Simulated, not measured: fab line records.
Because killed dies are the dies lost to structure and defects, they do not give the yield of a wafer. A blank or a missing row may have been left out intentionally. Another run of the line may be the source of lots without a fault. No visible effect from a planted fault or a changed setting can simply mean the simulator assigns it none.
Chamber matching || flow n5_finfet || N5_BEOL_M5_ETCH_61 on rie_diel-02 has 4 sister chambers
The step etches SiARC in CF4, target depth 15.6 nm, time 26 s. 16 wafers are shown with their chamber, then 7 later ones without.

## WAFERS, EACH WITH ITS CHAMBER
{"wafer": "L659.3", "chamber": 1, "showerhead_plenum_p_Torr (Torr)": 2.26, "throttle_valve_pct (%)": 15.40, "drypump_motor_current_A (A)": 5.4}
{"wafer": "L659.5", "chamber": 0, "showerhead_plenum_p_Torr (Torr)": 2.07, "throttle_valve_pct (%)": 15.43, "drypump_motor_current_A (A)": 5.5}
{"wafer": "L659.6", "chamber": 3, "showerhead_plenum_p_Torr (Torr)": 2.02, "throttle_valve_pct (%)": 15.76, "drypump_motor_current_A (A)": 5.7}
{"wafer": "L660.4", "chamber": 0, "showerhead_plenum_p_Torr (Torr)": 2.06, "throttle_valve_pct (%)": 15.43, "drypump_motor_current_A (A)": 5.5}
{"wafer": "L660.5", "chamber": 0, "showerhead_plenum_p_Torr (Torr)": 2.07, "throttle_valve_pct (%)": 15.43, "drypump_motor_current_A (A)": 5.5}
{"wafer": "L661.1", "chamber": 2, "showerhead_plenum_p_Torr (Torr)": 2.14, "throttle_valve_pct (%)": 15.74, "drypump_motor_current_A (A)": 5.6}
{"wafer": "L661.4", "chamber": 1, "showerhead_plenum_p_Torr (Torr)": 2.26, "throttle_valve_pct (%)": 15.42, "drypump_motor_current_A (A)": 5.4}
{"wafer": "L661.5", "chamber": 0, "showerhead_plenum_p_Torr (Torr)": 2.06, "throttle_valve_pct (%)": 15.44, "drypump_motor_current_A (A)": 5.5}
{"wafer": "L663.1", "chamber": 3, "showerhead_plenum_p_Torr (Torr)": 2.02, "throttle_valve_pct (%)": 15.78, "drypump_motor_current_A (A)": 5.7}
{"wafer": "L663.4", "chamber": 1, "showerhead_plenum_p_Torr (Torr)": 2.26, "throttle_valve_pct (%)": 15.42, "drypump_motor_current_A (A)": 5.4}
{"wafer": "L663.6", "chamber": 0, "showerhead_plenum_p_Torr (Torr)": 2.06, "throttle_valve_pct (%)": 15.44, "drypump_motor_current_A (A)": 5.5}
{"wafer": "L666.2", "chamber": 1, "showerhead_plenum_p_Torr (Torr)": 2.26, "throttle_valve_pct (%)": 15.44, "drypump_motor_current_A (A)": 5.4}
{"wafer": "L666.4", "chamber": 2, "showerhead_plenum_p_Torr (Torr)": 2.14, "throttle_valve_pct (%)": 15.74, "drypump_motor_current_A (A)": 5.6}
{"wafer": "L666.5", "chamber": 3, "showerhead_plenum_p_Torr (Torr)": 2.02, "throttle_valve_pct (%)": 15.78, "drypump_motor_current_A (A)": 5.7}
{"wafer": "L669.1", "chamber": 0, "showerhead_plenum_p_Torr (Torr)": 2.06, "throttle_valve_pct (%)": 15.47, "drypump_motor_current_A (A)": 5.5}
{"wafer": "L669.2", "chamber": 2, "showerhead_plenum_p_Torr (Torr)": 2.13, "throttle_valve_pct (%)": 15.75, "drypump_motor_current_A (A)": 5.5}

SIGNATURES, as means of the wafers listed above
{"reading": "showerhead_plenum_p_Torr", "chamber 0": 2.0633, "chamber 1": 2.2600, "chamber 2": 2.1367, "chamber 3": 2.0200, "scatter within a chamber": 0.00408}
{"reading": "throttle_valve_pct", "chamber 0": 15.4400, "chamber 1": 15.4200, "chamber 2": 15.7433, "chamber 3": 15.7733, "scatter within a chamber": 0.0139}
{"reading": "drypump_motor_current_A", "chamber 0": 5.500, "chamber 1": 5.400, "chamber 2": 5.567, "chamber 3": 5.700, "scatter within a chamber": 0.0236}
Rule: for each reading, subtract the chamber's mean from the wafer's reading, divide by that reading's scatter and square the result; add these up over the readings and take the root, which gives the wafer's distance from the chamber. The wafer belongs to the nearest chamber; if the next one is less than 2 further off, it can't be placed. The scatter: take each reading less its chamber's mean, square it, sum over the shown wafers, divide by the number of wafers less the number of chambers, and take the root.

## WAFERS WITHOUT THEIR CHAMBER
{"wafer": "L669.4", "showerhead_plenum_p_Torr (Torr)": 2.02, "throttle_valve_pct (%)": 15.81, "drypump_motor_current_A (A)": 5.7}
{"wafer": "L672.1", "showerhead_plenum_p_Torr (Torr)": 2.25, "throttle_valve_pct (%)": 15.45, "drypump_motor_current_A (A)": 5.4}
{"wafer": "L672.2", "showerhead_plenum_p_Torr (Torr)": 2.13, "throttle_valve_pct (%)": 15.77, "drypump_motor_current_A (A)": 5.5}
{"wafer": "L672.6", "showerhead_plenum_p_Torr (Torr)": 2.06, "throttle_valve_pct (%)": 15.46, "drypump_motor_current_A (A)": 5.5}
{"wafer": "L680.2", "showerhead_plenum_p_Torr (Torr)": 2.13, "throttle_valve_pct (%)": 15.82, "drypump_motor_current_A (A)": 5.5}
{"wafer": "L680.3", "showerhead_plenum_p_Torr (Torr)": 2.25, "throttle_valve_pct (%)": 15.50, "drypump_motor_current_A (A)": 5.4}
{"wafer": "L680.4", "showerhead_plenum_p_Torr (Torr)": 2.01, "throttle_valve_pct (%)": 15.85, "drypump_motor_current_A (A)": 5.6}

## WHICH CHAMBER EACH WENT THROUGH
{"wafer": "L669.4", "from the rows above": 3, "in truth": 3}
{"wafer": "L672.1", "from the rows above": 1, "in truth": 1}
{"wafer": "L672.2", "from the rows above": 2, "in truth": 2}
{"wafer": "L672.6", "from the rows above": 0, "in truth": 0}
{"wafer": "L680.2", "from the rows above": 2, "in truth": 2}
{"wafer": "L680.3", "from the rows above": 1, "in truth": 1}
{"wafer": "L680.4", "from the rows above": 3, "in truth": 3}
Correctly placed: 7 of 7. From these rows, 0 cannot be placed. Wrongly placed: 0.
